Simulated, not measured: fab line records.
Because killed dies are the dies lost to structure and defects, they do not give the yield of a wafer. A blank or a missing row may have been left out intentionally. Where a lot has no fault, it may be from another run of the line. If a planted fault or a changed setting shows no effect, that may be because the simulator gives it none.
Which tool did it? || flow n5_finfet || 60 wafers from 20 lots sampled at 3 of the route's 1938 steps

WHAT THE GAUGES READ, wafer by wafer
N5_BEOL_M15_THK_MEAS_01. Usual: for M15_ILD_THK the level is 1636 nm and the standard deviation is 22.
{"lot": "L074", "measured": "day 12 06:14", "on": "film_metro-01", "M15_ILD_THK (nm)": "1602 1620 1601", "flag": ""}
{"lot": "L078", "measured": "day 14 10:03", "on": "film_metro-02", "M15_ILD_THK (nm)": "1581 1612 1647", "flag": ""}
{"lot": "L077", "measured": "day 14 16:02", "on": "film_metro-01", "M15_ILD_THK (nm)": "1606 1632 1613", "flag": ""}
{"lot": "L080", "measured": "day 15 13:42", "on": "film_metro-01", "M15_ILD_THK (nm)": "1627 1663 1668", "flag": ""}
{"lot": "L081", "measured": "day 16 03:13", "on": "film_metro-01", "M15_ILD_THK (nm)": "1606 1609 1627", "flag": ""}
{"lot": "L082", "measured": "day 16 08:10", "on": "film_metro-02", "M15_ILD_THK (nm)": "1612 1604 1631", "flag": ""}
{"lot": "L085", "measured": "day 16 23:31", "on": "film_metro-02", "M15_ILD_THK (nm)": "1651 1624 1664", "flag": ""}
{"lot": "L084", "measured": "day 17 02:07", "on": "film_metro-01", "M15_ILD_THK (nm)": "1596 1627 1608", "flag": ""}
{"lot": "L087", "measured": "day 17 03:20", "on": "film_metro-02", "M15_ILD_THK (nm)": "1624 1635 1647", "flag": ""}
{"lot": "L086", "measured": "day 17 06:29", "on": "film_metro-02", "M15_ILD_THK (nm)": "1643 1611 1630", "flag": ""}
{"lot": "L089", "measured": "day 17 08:06", "on": "film_metro-02", "M15_ILD_THK (nm)": "1611 1624 1635", "flag": ""}
{"lot": "L090", "measured": "day 17 19:02", "on": "film_metro-02", "M15_ILD_THK (nm)": "1625 1662 1679", "flag": ""}
{"lot": "L091", "measured": "day 18 12:11", "on": "film_metro-01", "M15_ILD_THK (nm)": "1647 1677 1688", "flag": ""}
{"lot": "L088", "measured": "day 18 18:16", "on": "film_metro-02", "M15_ILD_THK (nm)": "1642 1646 1661", "flag": ""}
{"lot": "L092", "measured": "day 18 18:45", "on": "film_metro-02", "M15_ILD_THK (nm)": "1629 1637 1646", "flag": ""}
{"lot": "L095", "measured": "day 18 19:01", "on": "film_metro-02", "M15_ILD_THK (nm)": "1620 1656 1660", "flag": ""}
{"lot": "L093", "measured": "day 19 02:11", "on": "film_metro-02", "M15_ILD_THK (nm)": "1637 1639 1672", "flag": ""}
{"lot": "L096", "measured": "day 19 02:42", "on": "film_metro-01", "M15_ILD_THK (nm)": "1634 1642 1692", "flag": ""}
{"lot": "L094", "measured": "day 19 07:01", "on": "film_metro-02", "M15_ILD_THK (nm)": "1649 1632 1662", "flag": ""}
{"lot": "L097", "measured": "day 19 09:37", "on": "film_metro-01", "M15_ILD_THK (nm)": "1622 1655 1675", "flag": ""}

WHICH TOOL RAN EACH LOT (tool, then ch and the chambers of the sampled wafers, then the start)
{"lot": "L074", "N5_BEOL_M14_TRENCH_ETCH_34": "rie_diel-03 ch 0,2, day 12 02:37", "N5_BEOL_M14_DEGAS_41": "pvd_sputter-03, day 12 04:38"}
{"lot": "L078", "N5_BEOL_M14_TRENCH_ETCH_34": "rie_diel-05 ch 1,3, day 14 07:24", "N5_BEOL_M14_DEGAS_41": "pvd_sputter-01, day 14 08:20"}
{"lot": "L077", "N5_BEOL_M14_TRENCH_ETCH_34": "rie_diel-01 ch 0,1, day 14 11:58", "N5_BEOL_M14_DEGAS_41": "pvd_sputter-02, day 14 14:11"}
{"lot": "L080", "N5_BEOL_M14_TRENCH_ETCH_34": "rie_diel-01 ch 0,3, day 15 10:49", "N5_BEOL_M14_DEGAS_41": "pvd_sputter-02, day 15 12:07"}
{"lot": "L081", "N5_BEOL_M14_TRENCH_ETCH_34": "rie_diel-03 ch 0,2,3, day 15 23:41", "N5_BEOL_M14_DEGAS_41": "pvd_sputter-02, day 16 01:38"}
{"lot": "L082", "N5_BEOL_M14_TRENCH_ETCH_34": "rie_diel-01 ch 0,1,3, day 16 03:53", "N5_BEOL_M14_DEGAS_41": "pvd_sputter-02, day 16 05:55"}
{"lot": "L085", "N5_BEOL_M14_TRENCH_ETCH_34": "rie_diel-05 ch 0,3, day 16 20:14", "N5_BEOL_M14_DEGAS_41": "pvd_sputter-03, day 16 21:37"}
{"lot": "L084", "N5_BEOL_M14_TRENCH_ETCH_34": "rie_diel-01 ch 0,1,2, day 16 22:44", "N5_BEOL_M14_DEGAS_41": "pvd_sputter-03, day 17 00:20"}
{"lot": "L087", "N5_BEOL_M14_TRENCH_ETCH_34": "rie_diel-01 ch 0,3, day 17 00:44", "N5_BEOL_M14_DEGAS_41": "pvd_sputter-03, day 17 01:36"}
{"lot": "L086", "N5_BEOL_M14_TRENCH_ETCH_34": "rie_diel-03 ch 1,3, day 17 01:46", "N5_BEOL_M14_DEGAS_41": "pvd_sputter-03, day 17 04:53"}
{"lot": "L089", "N5_BEOL_M14_TRENCH_ETCH_34": "rie_diel-01 ch 0,1,2, day 17 04:42", "N5_BEOL_M14_DEGAS_41": "pvd_sputter-02, day 17 05:54"}
{"lot": "L090", "N5_BEOL_M14_TRENCH_ETCH_34": "rie_diel-05 ch 0,1, day 17 13:48", "N5_BEOL_M14_DEGAS_41": "pvd_sputter-01, day 17 17:20"}
{"lot": "L091", "N5_BEOL_M14_TRENCH_ETCH_34": "rie_diel-03 ch 1,2,3, day 18 08:29", "N5_BEOL_M14_DEGAS_41": "pvd_sputter-01, day 18 10:23"}
{"lot": "L088", "N5_BEOL_M14_TRENCH_ETCH_34": "rie_diel-01 ch 0,1,2, day 18 10:59", "N5_BEOL_M14_DEGAS_41": "pvd_sputter-03, day 18 16:35"}
{"lot": "L092", "N5_BEOL_M14_TRENCH_ETCH_34": "rie_diel-01 ch 0,1,3, day 18 13:52", "N5_BEOL_M14_DEGAS_41": "pvd_sputter-03, day 18 17:08"}
{"lot": "L095", "N5_BEOL_M14_TRENCH_ETCH_34": "rie_diel-03 ch 2,3, day 18 14:45", "N5_BEOL_M14_DEGAS_41": "pvd_sputter-01, day 18 17:18"}
{"lot": "L093", "N5_BEOL_M14_TRENCH_ETCH_34": "rie_diel-05 ch 0,1, day 18 21:15", "N5_BEOL_M14_DEGAS_41": "pvd_sputter-03, day 19 00:31"}
{"lot": "L096", "N5_BEOL_M14_TRENCH_ETCH_34": "rie_diel-01 ch 0,2, day 18 23:44", "N5_BEOL_M14_DEGAS_41": "pvd_sputter-02, day 19 01:07"}
{"lot": "L094", "N5_BEOL_M14_TRENCH_ETCH_34": "rie_diel-01 ch 0,2, day 19 00:19", "N5_BEOL_M14_DEGAS_41": "pvd_sputter-02, day 19 05:26"}
{"lot": "L097", "N5_BEOL_M14_TRENCH_ETCH_34": "rie_diel-03 ch 0,2,3, day 19 05:01", "N5_BEOL_M14_DEGAS_41": "pvd_sputter-01, day 19 07:09"}
- N5_BEOL_M14_TRENCH_ETCH_34: etches SiO2 in C4F8/O2/Ar, target depth 556.65 nm, time 126.9 s.
- N5_BEOL_M14_DEGAS_41: time 60 s.

WHAT THE TOOLS THEMSELVES READ (means of the sampled wafers that have a number; where no wafer has one, the mark that the record gives instead)
N5_BEOL_M14_TRENCH_ETCH_34. Usual: C4F8_flow_sccm 16.00 sccm, standard deviation 0.047; O2_flow_sccm 11.99 sccm, standard deviation 0.037; drypump_motor_current_A 6.0 A, standard deviation 0.5; oes_o_777_au 0.80 a.u., standard deviation 0.073; oes_product_au 0.80 a.u., standard deviation 0.077; rf_vpp_V 2203 V, standard deviation 40; showerhead_plenum_p_Torr 3.39 Torr, standard deviation 0.12; throttle_valve_pct 30.92 %, standard deviation 0.25.
{"lot": "L074", "tool": "rie_diel-03", "C4F8_flow_sccm (sccm)": 16.01, "O2_flow_sccm (sccm)": 11.97, "drypump_motor_current_A (A)": 6.2, "oes_o_777_au (a.u.)": 0.80, "oes_product_au (a.u.)": 0.80, "rf_vpp_V (V)": 2198, "showerhead_plenum_p_Torr (Torr)": 3.39, "throttle_valve_pct (%)": 31.13, "flag": ""}
{"lot": "L078", "tool": "rie_diel-05", "C4F8_flow_sccm (sccm)": 15.98, "O2_flow_sccm (sccm)": 12.03, "drypump_motor_current_A (A)": 5.8, "oes_o_777_au (a.u.)": 0.86, "oes_product_au (a.u.)": 0.87, "rf_vpp_V (V)": 2210, "showerhead_plenum_p_Torr (Torr)": 3.37, "throttle_valve_pct (%)": 30.70, "flag": ""}
{"lot": "L077", "tool": "rie_diel-01", "C4F8_flow_sccm (sccm)": 16.00, "O2_flow_sccm (sccm)": 11.98, "drypump_motor_current_A (A)": 6.3, "oes_o_777_au (a.u.)": 0.74, "oes_product_au (a.u.)": 0.74, "rf_vpp_V (V)": 2162, "showerhead_plenum_p_Torr (Torr)": 3.30, "throttle_valve_pct (%)": 30.88, "flag": ""}
{"lot": "L080", "tool": "rie_diel-01", "C4F8_flow_sccm (sccm)": 15.96, "O2_flow_sccm (sccm)": 12.00, "drypump_motor_current_A (A)": 5.8, "oes_o_777_au (a.u.)": 0.72, "oes_product_au (a.u.)": 0.71, "rf_vpp_V (V)": 2170, "showerhead_plenum_p_Torr (Torr)": 3.23, "throttle_valve_pct (%)": 30.82, "flag": ""}
{"lot": "L081", "tool": "rie_diel-03", "C4F8_flow_sccm (sccm)": 16.02, "O2_flow_sccm (sccm)": 11.99, "drypump_motor_current_A (A)": 6.1, "oes_o_777_au (a.u.)": 0.83, "oes_product_au (a.u.)": 0.81, "rf_vpp_V (V)": 2216, "showerhead_plenum_p_Torr (Torr)": 3.44, "throttle_valve_pct (%)": 31.17, "flag": ""}
{"lot": "L082", "tool": "rie_diel-01", "C4F8_flow_sccm (sccm)": 16.03, "O2_flow_sccm (sccm)": 11.96, "drypump_motor_current_A (A)": 5.9, "oes_o_777_au (a.u.)": 0.74, "oes_product_au (a.u.)": 0.73, "rf_vpp_V (V)": 2176, "showerhead_plenum_p_Torr (Torr)": 3.24, "throttle_valve_pct (%)": 30.69, "flag": ""}
{"lot": "L085", "tool": "rie_diel-05", "C4F8_flow_sccm (sccm)": 16.04, "O2_flow_sccm (sccm)": 12.06, "drypump_motor_current_A (A)": 5.5, "oes_o_777_au (a.u.)": 0.82, "oes_product_au (a.u.)": 0.81, "rf_vpp_V (V)": 2198, "showerhead_plenum_p_Torr (Torr)": 3.41, "throttle_valve_pct (%)": 30.84, "flag": ""}
{"lot": "L084", "tool": "rie_diel-01", "C4F8_flow_sccm (sccm)": 16.01, "O2_flow_sccm (sccm)": 12.02, "drypump_motor_current_A (A)": 6.0, "oes_o_777_au (a.u.)": 0.80, "oes_product_au (a.u.)": 0.81, "rf_vpp_V (V)": 2196, "showerhead_plenum_p_Torr (Torr)": 3.37, "throttle_valve_pct (%)": 30.87, "flag": ""}
{"lot": "L087", "tool": "rie_diel-01", "C4F8_flow_sccm (sccm)": 16.01, "O2_flow_sccm (sccm)": 11.99, "drypump_motor_current_A (A)": 5.8, "oes_o_777_au (a.u.)": 0.71, "oes_product_au (a.u.)": 0.70, "rf_vpp_V (V)": 2170, "showerhead_plenum_p_Torr (Torr)": 3.22, "throttle_valve_pct (%)": 30.84, "flag": ""}
{"lot": "L086", "tool": "rie_diel-03", "C4F8_flow_sccm (sccm)": 16.04, "O2_flow_sccm (sccm)": 11.98, "drypump_motor_current_A (A)": 5.9, "oes_o_777_au (a.u.)": 0.86, "oes_product_au (a.u.)": 0.85, "rf_vpp_V (V)": 2241, "showerhead_plenum_p_Torr (Torr)": 3.49, "throttle_valve_pct (%)": 31.03, "flag": ""}
{"lot": "L089", "tool": "rie_diel-01", "C4F8_flow_sccm (sccm)": 16.02, "O2_flow_sccm (sccm)": 11.99, "drypump_motor_current_A (A)": 6.1, "oes_o_777_au (a.u.)": 0.80, "oes_product_au (a.u.)": 0.81, "rf_vpp_V (V)": 2198, "showerhead_plenum_p_Torr (Torr)": 3.37, "throttle_valve_pct (%)": 30.87, "flag": ""}
{"lot": "L090", "tool": "rie_diel-05", "C4F8_flow_sccm (sccm)": 15.97, "O2_flow_sccm (sccm)": 11.99, "drypump_motor_current_A (A)": 5.7, "oes_o_777_au (a.u.)": 0.77, "oes_product_au (a.u.)": 0.79, "rf_vpp_V (V)": 2187, "showerhead_plenum_p_Torr (Torr)": 3.44, "throttle_valve_pct (%)": 31.01, "flag": ""}
{"lot": "L091", "tool": "rie_diel-03", "C4F8_flow_sccm (sccm)": 16.01, "O2_flow_sccm (sccm)": 11.97, "drypump_motor_current_A (A)": 6.3, "oes_o_777_au (a.u.)": 0.82, "oes_product_au (a.u.)": 0.81, "rf_vpp_V (V)": 2204, "showerhead_plenum_p_Torr (Torr)": 3.48, "throttle_valve_pct (%)": 31.07, "flag": ""}
{"lot": "L088", "tool": "rie_diel-01", "C4F8_flow_sccm (sccm)": 15.98, "O2_flow_sccm (sccm)": 11.99, "drypump_motor_current_A (A)": 6.0, "oes_o_777_au (a.u.)": 0.78, "oes_product_au (a.u.)": 0.78, "rf_vpp_V (V)": 2196, "showerhead_plenum_p_Torr (Torr)": 3.36, "throttle_valve_pct (%)": 30.87, "flag": ""}
{"lot": "L092", "tool": "rie_diel-01", "C4F8_flow_sccm (sccm)": 15.97, "O2_flow_sccm (sccm)": 12.01, "drypump_motor_current_A (A)": 5.9, "oes_o_777_au (a.u.)": 0.72, "oes_product_au (a.u.)": 0.71, "rf_vpp_V (V)": 2175, "showerhead_plenum_p_Torr (Torr)": 3.23, "throttle_valve_pct (%)": 30.71, "flag": ""}
{"lot": "L095", "tool": "rie_diel-03", "C4F8_flow_sccm (sccm)": 16.00, "O2_flow_sccm (sccm)": 12.00, "drypump_motor_current_A (A)": 6.0, "oes_o_777_au (a.u.)": 0.84, "oes_product_au (a.u.)": 0.83, "rf_vpp_V (V)": 2234, "showerhead_plenum_p_Torr (Torr)": 3.49, "throttle_valve_pct (%)": 31.24, "flag": ""}
{"lot": "L093", "tool": "rie_diel-05", "C4F8_flow_sccm (sccm)": 16.02, "O2_flow_sccm (sccm)": 12.04, "drypump_motor_current_A (A)": 5.9, "oes_o_777_au (a.u.)": 0.78, "oes_product_au (a.u.)": 0.80, "rf_vpp_V (V)": 2197, "showerhead_plenum_p_Torr (Torr)": 3.39, "throttle_valve_pct (%)": 30.91, "flag": ""}
{"lot": "L096", "tool": "rie_diel-01", "C4F8_flow_sccm (sccm)": 15.97, "O2_flow_sccm (sccm)": 11.97, "drypump_motor_current_A (A)": 5.7, "oes_o_777_au (a.u.)": 0.81, "oes_product_au (a.u.)": 0.83, "rf_vpp_V (V)": 2227, "showerhead_plenum_p_Torr (Torr)": 3.42, "throttle_valve_pct (%)": 30.99, "flag": ""}
{"lot": "L094", "tool": "rie_diel-01", "C4F8_flow_sccm (sccm)": 15.99, "O2_flow_sccm (sccm)": 12.02, "drypump_motor_current_A (A)": 5.7, "oes_o_777_au (a.u.)": 0.82, "oes_product_au (a.u.)": 0.83, "rf_vpp_V (V)": 2227, "showerhead_plenum_p_Torr (Torr)": 3.42, "throttle_valve_pct (%)": 30.98, "flag": ""}
{"lot": "L097", "tool": "rie_diel-03", "C4F8_flow_sccm (sccm)": 16.06, "O2_flow_sccm (sccm)": 12.00, "drypump_motor_current_A (A)": 6.1, "oes_o_777_au (a.u.)": 0.80, "oes_product_au (a.u.)": 0.79, "rf_vpp_V (V)": 2214, "showerhead_plenum_p_Torr (Torr)": 3.43, "throttle_valve_pct (%)": 31.20, "flag": ""}

N5_BEOL_M14_DEGAS_41. Usual: heater_power_w 452 W, standard deviation 37.
{"lot": "L074", "tool": "pvd_sputter-03", "heater_power_w (W)": 476, "flag": ""}
{"lot": "L078", "tool": "pvd_sputter-01", "heater_power_w (W)": 465, "flag": ""}
{"lot": "L077", "tool": "pvd_sputter-02", "heater_power_w (W)": 455, "flag": ""}
{"lot": "L080", "tool": "pvd_sputter-02", "heater_power_w (W)": 440, "flag": ""}
{"lot": "L081", "tool": "pvd_sputter-02", "heater_power_w (W)": 422, "flag": ""}
{"lot": "L082", "tool": "pvd_sputter-02", "heater_power_w (W)": 435, "flag": ""}
{"lot": "L085", "tool": "pvd_sputter-03", "heater_power_w (W)": 477, "flag": ""}
{"lot": "L084", "tool": "pvd_sputter-03", "heater_power_w (W)": 434, "flag": ""}
{"lot": "L087", "tool": "pvd_sputter-03", "heater_power_w (W)": 459, "flag": ""}
{"lot": "L086", "tool": "pvd_sputter-03", "heater_power_w (W)": 444, "flag": ""}
{"lot": "L089", "tool": "pvd_sputter-02", "heater_power_w (W)": 431, "flag": ""}
{"lot": "L090", "tool": "pvd_sputter-01", "heater_power_w (W)": 457, "flag": ""}
{"lot": "L091", "tool": "pvd_sputter-01", "heater_power_w (W)": 457, "flag": ""}
{"lot": "L088", "tool": "pvd_sputter-03", "heater_power_w (W)": 508, "flag": ""}
{"lot": "L092", "tool": "pvd_sputter-03", "heater_power_w (W)": 467, "flag": ""}
{"lot": "L095", "tool": "pvd_sputter-01", "heater_power_w (W)": 469, "flag": ""}
{"lot": "L093", "tool": "pvd_sputter-03", "heater_power_w (W)": 413, "flag": ""}
{"lot": "L096", "tool": "pvd_sputter-02", "heater_power_w (W)": 432, "flag": ""}
{"lot": "L094", "tool": "pvd_sputter-02", "heater_power_w (W)": 455, "flag": ""}
{"lot": "L097", "tool": "pvd_sputter-01", "heater_power_w (W)": 469, "flag": ""}

THE ANSWER, worked out from the rows above alone
Rule: a lot is off if the mean of its wafers that have a number lies more than 3 standard deviations from the usual mean. A lot without any number at a reading at which 4 lots or more have one is off too. The other lots that the step has rows for count as sound. First the gauges in route order, then the tools' own readings, where a lot's mean is used as printed above. At the first step where some lot is off, the reading lying furthest off is the one used; lots without a number count as furthest.
No lot is off at any reading shown: from this, nothing can be told.

WHAT WAS PUT IN BY THE SIMULATOR
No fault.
